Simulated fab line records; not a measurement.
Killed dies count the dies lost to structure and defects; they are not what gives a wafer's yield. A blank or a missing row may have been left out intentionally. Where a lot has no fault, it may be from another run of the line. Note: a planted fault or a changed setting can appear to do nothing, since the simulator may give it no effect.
Matching of chambers ; flow n5 finfet ; 4 sister chambers for N5_BEOL_M4_DESCUM_33 on rie diel-06
The step chemistry O2, time 7 s. 14 wafers are shown with their chamber, then 7 later ones without.

## WAFERS PAIRED WITH THEIR CHAMBERS
wafer;chamber;drypump motor current A (A);showerhead plenum p Torr (Torr);throttle valve pct (%)
L081.1;1;4.8;2.00;20.36
L081.2;3;6.7;2.07;20.52
L081.3;2;5.4;1.97;20.59
L087.2;2;5.4;1.97;20.60
L087.3;0;5.1;2.02;20.40
L087.4;1;4.8;2.00;20.37
L088.2;1;4.8;2.00;20.39
L088.5;3;6.7;2.06;20.54
L088.6;2;5.4;1.96;20.61
L090.1;0;5.2;2.02;20.41
L090.2;1;4.8;2.00;20.39
L090.3;3;6.7;2.06;20.56
L092.1;0;5.2;2.01;20.42
L092.4;0;5.1;2.01;20.42

SIGNATURES (averages over the wafers above)
reading;chamber 0;chamber 1;chamber 2;chamber 3;scatter within a chamber
drypump motor current A;5.150;4.800;5.400;6.700;0.0316
showerhead plenum p Torr;2.0150;2.0000;1.9667;2.0633;0.00483
throttle valve pct;20.4125;20.3775;20.6000;20.5400;0.014
Rule: for each reading, subtract the chamber's mean from the wafer's reading, divide by that reading's scatter and square the result; add these up over the readings and take the root, which gives the wafer's distance from the chamber. The wafer belongs to the nearest chamber; if the next one is less than 2 further off, it can't be placed. How the scatter is found: for the shown wafers, subtract from each reading the mean of its chamber, square and add these, divide the total by (wafers less chambers), then take the root.

## WAFERS WHOSE CHAMBER IS MISSING
wafer;drypump motor current A (A);showerhead plenum p Torr (Torr);throttle valve pct (%)
L092.6;6.6;2.06;20.57
L093.1;6.7;2.06;20.58
L093.3;4.8;1.99;20.40
L093.5;4.8;1.99;20.40
L097.2;4.9;1.99;20.40
L097.3;6.7;2.06;20.59
L097.6;4.8;1.99;20.40

## EACH ONE'S CHAMBER
wafer;from the rows above;in truth
L092.6;3;3
L093.1;3;3
L093.3;1;1
L093.5;1;1
L097.2;1;1
L097.3;3;3
L097.6;1;1
Placed correctly: 7 of 7. Not placeable from these rows: 0. Number placed wrongly: 0.
